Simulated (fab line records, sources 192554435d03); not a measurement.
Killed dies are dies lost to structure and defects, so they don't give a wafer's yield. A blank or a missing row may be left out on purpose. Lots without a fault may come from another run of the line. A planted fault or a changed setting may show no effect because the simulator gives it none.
One fault seen from 2 desks | flow n5_finfet | each desk has only its own numbers; what lay behind them comes last

THE METROLOGY DESK
What the gauges read, lot by lot, whatever tool the lot ran on: means of the sampled wafers that have a number. A lot is out of limits, marked OUT, if its mean lies more than 4 standard deviations from the usual mean; the brackets give that distance. Of its 11 readings 7 are shown: those that lie furthest out on some lot.
Columns: A = cd_nm at N5_BEOL_M0_CUTY_CD_MEAS_57, usual 199.9 nm; B = DIBL_P at N5_BEOL_M4_RC_MEAS_101, usual 37.2 mV/V; C = IOFF_P at N5_BEOL_M4_RC_MEAS_101, usual 0.23 nA/um; D = ION_P at N5_BEOL_M4_RC_MEAS_101, usual 468 uA/um; E = SS_N at N5_BEOL_M4_RC_MEAS_101, usual 71.9 mV/dec; F = SS_P at N5_BEOL_M4_RC_MEAS_101, usual 73.5 mV/dec; G = VT_P at N5_BEOL_M4_RC_MEAS_101, usual -248 mV
lot  | first seen here | A     | B    | C    | D   | E    | F    | G
L101 | day 6 07:22     | 200.2 | 35.8 | 0.21 | 468 | 71.4 | 73.6 | -248
L102 | day 6 08:58     | 199.8 | 35.5 | 0.26 | 475 | 71.5 | 73.7 | -244
L109 | day 8 08:40     | 200.3 | 37.2 | 0.18 | 459 | 71.1 | 73.0 | -253
L115 | day 9 20:17     | 202.7 | 40.4 | 0.27 | 464 | 72.7 | 74.2 | -247
L116 | day 10 01:47    | 202.2 | 37.5 | 0.21 | 470 | 72.4 | 73.4 | -251
L118 | day 10 10:51    | 200.6 | 35.7 | 0.18 | 448 | 73.1 | 73.3 | -254
L119 | day 10 19:04    | 199.6 | 41.1 | 0.31 | 471 | 72.5 | 74.8 | -245
L121 | day 11 03:19    | 201.0 | 35.5 | 0.23 | 464 | 71.7 | 72.6 | -248
This desk's finding: nothing out of limits on any of the 8 lots.

THE TOOL OWNER'S DESK: arfi_scanner-03
The tool's own readings at N5_BEOL_M0_CUTY_EXPOSE_54 (exposes mask M0 ABLK): means of the sampled wafers that have a number, for each lot that ran on this tool. A lot is out of limits, marked OUT, if its mean lies more than 4 standard deviations from the usual mean; the brackets give that distance.
Columns: A = exposure_dose_mJ_cm2 at N5_BEOL_M0_CUTY_EXPOSE_54, usual 35.97; B = reticle_temp_C at N5_BEOL_M0_CUTY_EXPOSE_54, usual 23.01 C
lot  | first seen here | A               | B
L101 | day 6 07:14     | 35.98           | 22.98
L102 | day 6 08:50     | 35.97           | 22.98
L109 | day 8 08:32     | 35.93           | 22.99
L115 | day 9 20:10     | 33.90 (-57) OUT | 23.13
L116 | day 10 01:40    | 34.28 (-47) OUT | 23.00
This desk's finding: out of limits on L115, L116; first on L115, day 9 20:10 (exposure_dose_mJ_cm2 at N5_BEOL_M0_CUTY_EXPOSE_54). In limits: L101, L102, L109.

PUT TOGETHER
The tool owner's desk could have raised an alarm at day 9 20:10, on L115, L116.
The metrology desk saw nothing out of limits.
The metrology desk has L115, L116 on record, within its limits.
Of the lots named, all ran N5_BEOL_M0_CUTY_EXPOSE_54 on arfi_scanner-03.

WHAT THE SIMULATOR HAD PUT IN
Process parameter drift: arfi_scanner-03, from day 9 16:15 on, at N5_BEOL_M0_CUTY_EXPOSE_54. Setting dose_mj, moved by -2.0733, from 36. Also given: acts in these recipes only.
Lots struck among those shown: L115, L116.
Hours from the fault's start to each desk's first reading out of limits: the tool owner's desk, 4.
